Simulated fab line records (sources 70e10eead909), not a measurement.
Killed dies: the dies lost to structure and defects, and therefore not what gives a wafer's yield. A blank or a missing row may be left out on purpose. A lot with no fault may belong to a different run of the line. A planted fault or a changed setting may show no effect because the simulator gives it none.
What tool caused it? | flow nand_harc | 22 lots, 66 wafers sampled, at 6 steps of a route of 1302

WHAT EACH GAUGE READ, for each wafer
NHARC_P_CONTACT_CD_MEAS_19. Usual: cd_nm at 90.7 nm, with a standard deviation of 2.1.
lot  | measured     | on        | cd_nm (nm)     | flag
L074 | day 6 01:31  | cd_sem-02 | 95.6 94.9 93.7 |
L075 | day 6 05:17  | cd_sem-02 | 89.4 92.5 88.0 |
L076 | day 6 18:01  | cd_sem-02 | 92.6 90.0 92.5 |
L078 | day 7 13:45  | cd_sem-02 | 94.0 92.7 92.6 |
L079 | day 8 04:41  | cd_sem-02 | 86.8 86.4 89.5 |
L080 | day 8 05:40  | cd_sem-01 | 89.2 91.5 89.0 |
L081 | day 8 19:50  | cd_sem-02 | 91.3 93.2 93.5 |
L082 | day 9 04:13  | cd_sem-02 | 88.0 90.3 90.5 |
L083 | day 9 23:53  | cd_sem-02 | 88.5 94.2 91.9 |
L085 | day 10 15:58 | cd_sem-02 | 89.0 88.0 88.9 |
L086 | day 10 18:48 | cd_sem-02 | 87.5 91.3 91.2 |
L087 | day 11 08:37 | cd_sem-02 | 90.1 88.3 90.8 |
L088 | day 12 00:55 | cd_sem-02 | 90.0 87.7 92.0 |
L089 | day 12 01:48 | cd_sem-03 | 89.9 89.7 88.3 |
L090 | day 12 12:47 | cd_sem-01 | 89.5 90.5 87.3 |
L091 | day 12 18:12 | cd_sem-03 | 88.4 91.9 91.1 |
L092 | day 13 10:36 | cd_sem-02 | 88.8 91.6 88.3 |
L093 | day 13 20:19 | cd_sem-01 | 90.4 89.5 90.6 |
L094 | day 14 05:48 | cd_sem-03 | 93.5 91.6 89.7 |
L095 | day 14 12:55 | cd_sem-01 | 90.5 93.2 94.2 |
L096 | day 15 02:35 | cd_sem-03 | 92.7 93.0 91.1 |
L097 | day 15 17:56 | cd_sem-01 | 91.8 90.0 91.7 |

WHICH TOOL RAN EACH LOT (tool, then ch and the chambers of the sampled wafers, then the start)
lot  | NHARC_P_ZERO_WELL_ETCH_65          | NHARC_P_ZERO_WELL_ETCH_62                     | NHARC_P_GATE_DESCUM_31             | NHARC_P_GATE_ETCH_114                         | NHARC_P_GATE_DEGAS_109
L074 | rie_diel-13 ch 0,3, day 1 21:41    | rie_diel-13 ch 1,2, day 5 04:14 or earlier    | rie_diel-04 ch 0,1,3, day 5 04:14  | rie_diel-04 ch 1,3, day 5 21:52 or earlier    | pvd_sputter-02, day 5 21:52
L075 | rie_diel-02 ch 1,2,3, day 2 07:37  | rie_diel-02 ch 0,1,2, day 5 08:11 or earlier  | rie_diel-08 ch 0,1,2, day 5 08:11  | rie_diel-08 ch 1,2,3, day 6 01:19 or earlier  | pvd_sputter-02, day 6 01:19
L076 | rie_diel-13 ch 1,2,3, day 2 17:23  | rie_diel-13 ch 0,3, day 5 20:58 or earlier    | rie_diel-03 ch 0,1,2, day 5 20:58  | rie_diel-03 ch 0,3, day 6 14:15 or earlier    | pvd_sputter-03, day 6 14:15
L078 | rie_diel-01 ch 0,3, day 3 13:32    | rie_diel-01 ch 0,2,3, day 6 16:53 or earlier  | rie_diel-08 ch 1,2,3, day 6 16:53  | rie_diel-08 ch 0,1,3, day 7 10:05 or earlier  | pvd_sputter-01, day 7 10:05
L079 | rie_diel-02 ch 2,3, day 3 23:31    | rie_diel-02 ch 0,2, day 7 07:43 or earlier    | rie_diel-03 ch 0,2,3, day 7 07:43  | rie_diel-03 ch 0,2, day 8 01:02 or earlier    | pvd_sputter-01, day 8 01:02
L080 | rie_diel-01 ch 0,2,3, day 4 09:22  | rie_diel-01 ch 0,1, day 7 08:22 or earlier    | rie_diel-08 ch 0,1,2, day 7 08:22  | rie_diel-08 ch 0,1,3, day 8 01:56 or earlier  | pvd_sputter-02, day 8 01:56
L081 | rie_diel-13 ch 1,2,3, day 4 19:29  | rie_diel-13 ch 0,1,2, day 7 22:58 or earlier  | rie_diel-08 ch 0,1,3, day 7 22:58  | rie_diel-08 ch 1,2,3, day 8 16:12 or earlier  | pvd_sputter-01, day 8 16:12
L082 | rie_diel-02 ch 2,3, day 5 05:30    | rie_diel-02 ch 0,2,3, day 8 04:26 or earlier  | rie_diel-03 ch 0,2,3, day 8 04:26  | rie_diel-03 ch 0,1,2, day 9 00:44 or earlier  | pvd_sputter-02, day 9 00:44
L083 | rie_diel-13 ch 1,2, day 5 15:29    | rie_diel-13 ch 1,2, day 8 20:44 or earlier    | rie_diel-04 ch 1,2,3, day 8 20:44  | rie_diel-04 ch 0,1,3, day 9 20:16 or earlier  | pvd_sputter-03, day 9 20:16
L085 | rie_diel-13 ch 0,3, day 6 11:30    | rie_diel-13 ch 1,2,3, day 9 19:05 or earlier  | rie_diel-08 ch 0,3, day 9 19:05    | rie_diel-08 ch 0,1,3, day 10 12:14 or earlier | pvd_sputter-02, day 10 12:14
L086 | rie_diel-13 ch 0,1,3, day 6 21:47  | rie_diel-13 ch 1,2,3, day 9 21:48 or earlier  | rie_diel-04 ch 0,2,3, day 9 21:48  | rie_diel-04 ch 0,1,2, day 10 15:11 or earlier | pvd_sputter-02, day 10 15:11
L087 | rie_diel-13 ch 0,1,3, day 7 07:29  | rie_diel-13 ch 1,3, day 10 09:31 or earlier   | rie_diel-03 ch 0,1,2, day 10 09:31 | rie_diel-03 ch 0,3, day 11 05:07 or earlier   | pvd_sputter-01, day 11 05:07
L088 | rie_diel-02 ch 0,1,3, day 7 17:28  | rie_diel-02 ch 0,1,2, day 11 04:02 or earlier | rie_diel-08 ch 0,1,2, day 11 04:02 | rie_diel-08 ch 0,1,3, day 11 21:25 or earlier | pvd_sputter-01, day 11 21:25
L089 | rie_diel-01 ch 1,3, day 8 03:33    | rie_diel-01 ch 1,2,3, day 11 04:40 or earlier | rie_diel-04 ch 0,1, day 11 04:40   | rie_diel-04 ch 0,1,2, day 11 22:12 or earlier | pvd_sputter-03, day 11 22:12
L090 | rie_diel-01 ch 2,3, day 8 13:29    | rie_diel-01 ch 2,3, day 11 15:33 or earlier   | rie_diel-08 ch 0,2,3, day 11 15:33 | rie_diel-08 ch 0,1, day 12 08:46 or earlier   | pvd_sputter-02, day 12 08:46
L091 | rie_diel-02 ch 1,2,3, day 8 23:32  | rie_diel-02 ch 2,3, day 11 20:47 or earlier   | rie_diel-03 ch 2,3, day 11 20:47   | rie_diel-03 ch 2,3, day 12 14:05 or earlier   | pvd_sputter-02, day 12 14:05
L092 | rie_diel-01 ch 0,1,2, day 9 09:32  | rie_diel-01 ch 0,1, day 12 13:39 or earlier   | rie_diel-08 ch 2,3, day 12 13:39   | rie_diel-08 ch 2,3, day 13 07:00 or earlier   | pvd_sputter-03, day 13 07:00
L093 | rie_diel-02 ch 0,1,3, day 9 19:30  | rie_diel-02 ch 0,1,2, day 12 23:28 or earlier | rie_diel-04 ch 0,3, day 12 23:28   | rie_diel-04 ch 0,1, day 13 16:50 or earlier   | pvd_sputter-02, day 13 16:50
L094 | rie_diel-13 ch 1,2, day 10 05:40   | rie_diel-13 ch 0,2,3, day 13 08:47 or earlier | rie_diel-08 ch 0,1,2, day 13 08:47 | rie_diel-08 ch 0,2,3, day 14 02:10 or earlier | pvd_sputter-03, day 14 02:10
L095 | rie_diel-13 ch 1,2, day 10 15:29   | rie_diel-13 ch 0,2,3, day 13 15:49 or earlier | rie_diel-03 ch 0,3, day 13 15:49   | rie_diel-03 ch 1,3, day 14 09:25 or earlier   | pvd_sputter-02, day 14 09:25
L096 | rie_diel-02 ch 0,2,3, day 11 01:31 | rie_diel-02 ch 2,3, day 14 05:30 or earlier   | rie_diel-03 ch 0,3, day 14 05:30   | rie_diel-03 ch 0,2,3, day 14 23:05 or earlier | pvd_sputter-02, day 14 23:05
L097 | rie_diel-01 ch 1,2, day 11 11:38   | rie_diel-01 ch 2,3, day 14 20:44 or earlier   | rie_diel-03 ch 0,1, day 14 20:44   | rie_diel-03 ch 1,2, day 15 14:09 or earlier   | pvd_sputter-01, day 15 14:09
- NHARC_P_ZERO_WELL_ETCH_65: etches the open film in N2/H2, target depth 80 nm, overetch 24 nm, time 87.88 s.
- NHARC_P_ZERO_WELL_ETCH_62: etches the open film in CHF3/Ar, target depth 13 nm, time 6.5 s.
- NHARC_P_GATE_DESCUM_31: chemistry O2, time 3 s.
- NHARC_P_GATE_ETCH_114: etches the open film in CF4/O2, target depth 30 nm, overetch 3 nm, time 16.5 s.
- NHARC_P_GATE_DEGAS_109: time 60 s.

WHAT THE TOOLS THEMSELVES READ (means of the sampled wafers that have a number; where no wafer has one, the mark that the record gives instead)
NHARC_P_ZERO_WELL_ETCH_65. Usual: drypump_motor_current_A 5.6 A, standard deviation 0.38; oes_product_au 0.998 a.u., standard deviation 0.012; rf_fwd_power_W 396.8 W, standard deviation 1.5; rf_vpp_V 432 V, standard deviation 3; showerhead_plenum_p_Torr 2.08 Torr, standard deviation 0.11; throttle_valve_pct 14.170 %, standard deviation 0.0091.
lot  | tool        | drypump_motor_current_A (A) | oes_product_au (a.u.) | rf_fwd_power_W (W) | rf_vpp_V (V) | showerhead_plenum_p_Torr (Torr) | throttle_valve_pct (%) | flag
L074 | rie_diel-13 | 5.6                         | 1.003                 | 397.3              | 432          | 2.10                            | 14.160                 |
L075 | rie_diel-02 | 5.5                         | 0.994                 | 396.3              | 429          | 1.99                            | 14.171                 |
L076 | rie_diel-13 | 5.6                         | 1.005                 | 396.5              | 435          | 2.20                            | 14.163                 |
L078 | rie_diel-01 | 5.5                         | 0.992                 | 398.2              | 431          | 2.08                            | 14.175                 |
L079 | rie_diel-02 | 5.7                         | 0.998                 | 396.1              | 431          | 2.05                            | 14.167                 |
L080 | rie_diel-01 | 5.6                         | 0.991                 | 397.5              | 431          | 2.04                            | 14.175                 |
L081 | rie_diel-13 | 5.6                         | 0.991                 | 395.9              | 435          | 2.19                            | 14.177                 |
L082 | rie_diel-02 | 5.5                         | 0.980                 | 397.7              | 432          | 2.13                            | 14.169                 |
L083 | rie_diel-13 | 5.7                         | 0.992                 | 396.4              | 436          | 2.20                            | 14.161                 |
L085 | rie_diel-13 | 5.9                         | 1.006                 | 396.1              | 429          | 2.01                            | 14.169                 |
L086 | rie_diel-13 | 5.9                         | 1.005                 | 395.5              | 431          | 2.10                            | 14.166                 |
L087 | rie_diel-13 | 5.9                         | 1.007                 | 397.4              | 432          | 2.10                            | 14.166                 |
L088 | rie_diel-02 | 5.4                         | 0.996                 | 396.9              | 432          | 2.09                            | 14.173                 |
L089 | rie_diel-01 | 5.4                         | 0.985                 | 396.0              | 433          | 2.10                            | 14.164                 |
L090 | rie_diel-01 | 5.4                         | 0.985                 | 398.4              | 432          | 2.08                            | 14.169                 |
L091 | rie_diel-02 | 5.5                         | 1.006                 | 396.1              | 432          | 2.09                            | 14.175                 |
L092 | rie_diel-01 | 5.8                         | 0.998                 | 397.8              | 430          | 2.02                            | 14.172                 |
L093 | rie_diel-02 | 5.4                         | 0.998                 | 396.9              | 431          | 2.08                            | 14.180                 |
L094 | rie_diel-13 | 6.0                         | 1.001                 | 396.9              | 435          | 2.19                            | 14.169                 |
L095 | rie_diel-13 | 5.9                         | 1.002                 | 397.1              | 435          | 2.19                            | 14.162                 |
L096 | rie_diel-02 | 5.6                         | 1.002                 | 398.0              | 430          | 2.03                            | 14.168                 |
L097 | rie_diel-01 | 5.7                         | 1.003                 | 396.6              | 429          | 2.02                            | 14.181                 |

NHARC_P_ZERO_WELL_ETCH_62. Usual: drypump_motor_current_A 5.7 A, standard deviation 0.39; oes_product_au 0.958 a.u., standard deviation 0.018; rf_fwd_power_W 488.4 W, standard deviation 2.1; rf_vpp_V 371.4 V, standard deviation 2.8; showerhead_plenum_p_Torr 2.38 Torr, standard deviation 0.12; throttle_valve_pct 20.216 %, standard deviation 0.009.
lot  | tool        | drypump_motor_current_A (A) | oes_product_au (a.u.) | rf_fwd_power_W (W) | rf_vpp_V (V) | showerhead_plenum_p_Torr (Torr) | throttle_valve_pct (%) | flag
L074 | rie_diel-13 | 5.9                         | 0.928                 | 487.8              | 375.0        | 2.53                            | 20.211                 |
L075 | rie_diel-02 | 5.6                         | 0.935                 | 488.8              | 370.1        | 2.32                            | 20.213                 |
L076 | rie_diel-13 | 5.6                         | 0.973                 | 486.1              | 371.3        | 2.40                            | 20.215                 |
L078 | rie_diel-01 | 5.6                         | 0.947                 | 489.5              | 370.7        | 2.35                            | 20.227                 |
L079 | rie_diel-02 | 5.8                         | 0.958                 | 490.2              | 368.6        | 2.26                            | 20.212                 |
L080 | rie_diel-01 | 5.8                         | 0.954                 | 487.7              | 371.9        | 2.37                            | 20.219                 |
L081 | rie_diel-13 | 6.0                         | 0.966                 | 488.4              | 371.8        | 2.42                            | 20.212                 |
L082 | rie_diel-02 | 5.6                         | 0.955                 | 488.3              | 370.0        | 2.35                            | 20.211                 |
L083 | rie_diel-13 | 5.9                         | 0.952                 | 487.7              | 375.0        | 2.52                            | 20.208                 |
L085 | rie_diel-13 | 5.6                         | 0.982                 | 488.7              | 374.6        | 2.50                            | 20.222                 |
L086 | rie_diel-13 | 5.6                         | 0.948                 | 488.5              | 373.7        | 2.50                            | 20.220                 |
L087 | rie_diel-13 | 5.9                         | 0.965                 | 488.5              | 374.5        | 2.50                            | 20.216                 |
L088 | rie_diel-02 | 5.6                         | 0.964                 | 488.0              | 368.6        | 2.31                            | 20.216                 |
L089 | rie_diel-01 | 5.5                         | 0.961                 | 488.6              | 371.2        | 2.38                            | 20.216                 |
L090 | rie_diel-01 | 5.5                         | 0.972                 | 490.7              | 370.1        | 2.34                            | 20.217                 |
L091 | rie_diel-02 | 5.7                         | 0.956                 | 488.2              | 369.9        | 2.34                            | 20.222                 |
L092 | rie_diel-01 | 5.8                         | 0.956                 | 487.5              | 370.1        | 2.35                            | 20.219                 |
L093 | rie_diel-02 | 5.6                         | 0.968                 | 488.7              | 369.8        | 2.30                            | 20.229                 |
L094 | rie_diel-13 | 5.7                         | 0.926                 | 486.9              | 371.2        | 2.39                            | 20.217                 |
L095 | rie_diel-13 | 5.7                         | 0.957                 | 487.4              | 371.8        | 2.39                            | 20.220                 |
L096 | rie_diel-02 | 5.5                         | 0.959                 | 488.5              | 373.2        | 2.42                            | 20.212                 |
L097 | rie_diel-01 | 5.3                         | 0.930                 | 489.2              | 371.1        | 2.38                            | 20.210                 |

NHARC_P_GATE_DESCUM_31. Usual: drypump_motor_current_A 5.8 A, standard deviation 0.53; oes_product_au 0.993 a.u., standard deviation 0.014; rf_vpp_V 57.9 V, standard deviation 0.82; showerhead_plenum_p_Torr 1.90 Torr, standard deviation 0.064; throttle_valve_pct 11.311 %, standard deviation 0.0086.
lot  | tool        | drypump_motor_current_A (A) | oes_product_au (a.u.) | rf_vpp_V (V) | showerhead_plenum_p_Torr (Torr) | throttle_valve_pct (%) | flag
L074 | rie_diel-04 | 6.0                         | 0.974                 | 57.7         | 1.94                            | 11.304                 |
L075 | rie_diel-08 | 6.0                         | 0.995                 | 57.9         | 1.93                            | 11.317                 |
L076 | rie_diel-03 | 5.6                         | 1.003                 | 56.9         | 1.88                            | 11.313                 |
L078 | rie_diel-08 | 6.3                         | 0.997                 | 57.4         | 1.90                            | 11.319                 |
L079 | rie_diel-03 | 5.2                         | 1.004                 | 57.4         | 1.87                            | 11.314                 |
L080 | rie_diel-08 | 6.1                         | 1.000                 | 58.6         | 1.93                            | 11.314                 |
L081 | rie_diel-08 | 6.1                         | 0.991                 | 58.2         | 1.87                            | 11.311                 |
L082 | rie_diel-03 | 5.2                         | 1.001                 | 57.1         | 1.87                            | 11.312                 |
L083 | rie_diel-04 | 6.0                         | 0.983                 | 57.7         | 2.00                            | 11.307                 |
L085 | rie_diel-08 | 6.3                         | 1.002                 | 56.9         | 1.82                            | 11.302                 |
L086 | rie_diel-04 | 5.7                         | 0.998                 | 57.9         | 1.94                            | 11.303                 |
L087 | rie_diel-03 | 5.6                         | 1.001                 | 58.5         | 1.88                            | 11.301                 |
L088 | rie_diel-08 | 6.0                         | 0.995                 | 57.5         | 1.93                            | 11.310                 |
L089 | rie_diel-04 | 6.1                         | 1.015                 | 58.7         | 1.92                            | 11.314                 |
L090 | rie_diel-08 | 6.3                         | 0.987                 | 56.9         | 1.87                            | 11.311                 |
L091 | rie_diel-03 | 5.1                         | 0.987                 | 57.2         | 1.86                            | 11.313                 |
L092 | rie_diel-08 | 6.6                         | 0.985                 | 57.6         | 1.84                            | 11.313                 |
L093 | rie_diel-04 | 5.9                         | 0.991                 | 57.7         | 1.88                            | 11.305                 |
L094 | rie_diel-08 | 6.0                         | 0.989                 | 58.7         | 1.93                            | 11.314                 |
L095 | rie_diel-03 | 4.9                         | 0.990                 | 57.3         | 1.88                            | 11.314                 |
L096 | rie_diel-03 | 5.0                         | 0.987                 | 57.9         | 1.89                            | 11.311                 |
L097 | rie_diel-03 | 5.4                         | 0.997                 | 58.2         | 1.90                            | 11.312                 |

NHARC_P_GATE_ETCH_114. Usual: drypump_motor_current_A 5.8 A, standard deviation 0.55; oes_product_au 0.994 a.u., standard deviation 0.013; rf_fwd_power_W 294.5 W, standard deviation 1.6; rf_vpp_V 197.8 V, standard deviation 1.2; showerhead_plenum_p_Torr 1.33 Torr, standard deviation 0.046; throttle_valve_pct 13.398 %, standard deviation 0.0091.
lot  | tool        | drypump_motor_current_A (A) | oes_product_au (a.u.) | rf_fwd_power_W (W) | rf_vpp_V (V) | showerhead_plenum_p_Torr (Torr) | throttle_valve_pct (%) | flag
L074 | rie_diel-04 | 6.2                         | 0.971                 | 295.8              | 199.2        | 1.39                            | 13.404                 |
L075 | rie_diel-08 | 6.4                         | 0.997                 | 294.6              | 197.6        | 1.32                            | 13.401                 |
L076 | rie_diel-03 | 4.9                         | 0.998                 | 295.9              | 197.0        | 1.32                            | 13.392                 |
L078 | rie_diel-08 | 6.1                         | 0.997                 | 294.0              | 197.4        | 1.31                            | 13.403                 |
L079 | rie_diel-03 | 5.5                         | 1.013                 | 294.7              | 196.5        | 1.30                            | 13.405                 |
L080 | rie_diel-08 | 6.1                         | 0.992                 | 293.1              | 197.3        | 1.31                            | 13.400                 |
L081 | rie_diel-08 | 6.4                         | 0.995                 | 294.4              | 198.2        | 1.32                            | 13.394                 |
L082 | rie_diel-03 | 5.6                         | 1.001                 | 294.8              | 196.3        | 1.31                            | 13.401                 |
L083 | rie_diel-04 | 6.0                         | 0.985                 | 295.0              | 198.9        | 1.35                            | 13.397                 |
L085 | rie_diel-08 | 6.0                         | 1.004                 | 293.5              | 197.3        | 1.31                            | 13.389                 |
L086 | rie_diel-04 | 5.9                         | 0.995                 | 292.7              | 199.3        | 1.38                            | 13.400                 |
L087 | rie_diel-03 | 4.9                         | 1.013                 | 297.0              | 197.0        | 1.32                            | 13.396                 |
L088 | rie_diel-08 | 6.1                         | 1.001                 | 293.6              | 197.3        | 1.31                            | 13.404                 |
L089 | rie_diel-04 | 5.9                         | 1.004                 | 294.5              | 198.5        | 1.38                            | 13.393                 |
L090 | rie_diel-08 | 5.8                         | 0.992                 | 293.9              | 198.3        | 1.34                            | 13.402                 |
L091 | rie_diel-03 | 5.4                         | 0.997                 | 294.5              | 196.5        | 1.29                            | 13.393                 |
L092 | rie_diel-08 | 6.5                         | 0.993                 | 294.8              | 198.3        | 1.32                            | 13.399                 |
L093 | rie_diel-04 | 6.0                         | 0.994                 | 295.7              | 198.1        | 1.34                            | 13.406                 |
L094 | rie_diel-08 | 6.3                         | 0.990                 | 293.2              | 197.3        | 1.31                            | 13.400                 |
L095 | rie_diel-03 | 5.2                         | 0.992                 | 294.6              | 197.3        | 1.31                            | 13.392                 |
L096 | rie_diel-03 | 5.2                         | 0.995                 | 295.2              | 197.0        | 1.31                            | 13.397                 |
L097 | rie_diel-03 | 6.0                         | 0.988                 | 293.8              | 197.5        | 1.31                            | 13.395                 |

NHARC_P_GATE_DEGAS_109. Usual: heater_power_w at 459 W, with a standard deviation of 55.
lot  | tool           | heater_power_w (W) | flag
L074 | pvd_sputter-02 | 471                |
L075 | pvd_sputter-02 | 472                |
L076 | pvd_sputter-03 | 412                |
L078 | pvd_sputter-01 | 468                |
L079 | pvd_sputter-01 | 493                |
L080 | pvd_sputter-02 | 474                |
L081 | pvd_sputter-01 | 456                |
L082 | pvd_sputter-02 | 444                |
L083 | pvd_sputter-03 | 422                |
L085 | pvd_sputter-02 | 508                |
L086 | pvd_sputter-02 | 487                |
L087 | pvd_sputter-01 | 524                |
L088 | pvd_sputter-01 | 461                |
L089 | pvd_sputter-03 | 421                |
L090 | pvd_sputter-02 | 485                |
L091 | pvd_sputter-02 | 476                |
L092 | pvd_sputter-03 | 424                |
L093 | pvd_sputter-02 | 463                |
L094 | pvd_sputter-03 | 409                |
L095 | pvd_sputter-02 | 433                |
L096 | pvd_sputter-02 | 452                |
L097 | pvd_sputter-01 | 486                |

THE ANSWER, worked out from the rows above alone
Rule: a lot counts as off when the mean over its wafers that have a number is more than 3 standard deviations away from the usual mean. Also off: a lot with no number at a reading for which 4 or more lots have one. All remaining lots with rows at the step are treated as sound. The gauges are gone through in route order, then the tools' own readings, and for those a lot's mean is taken as printed above. At the first step where some lot is off, the reading lying furthest off is the one used; lots without a number count as furthest.
Nothing can be told from this: no lot is off at any reading shown.

WHAT THE SIMULATOR HAD INSERTED
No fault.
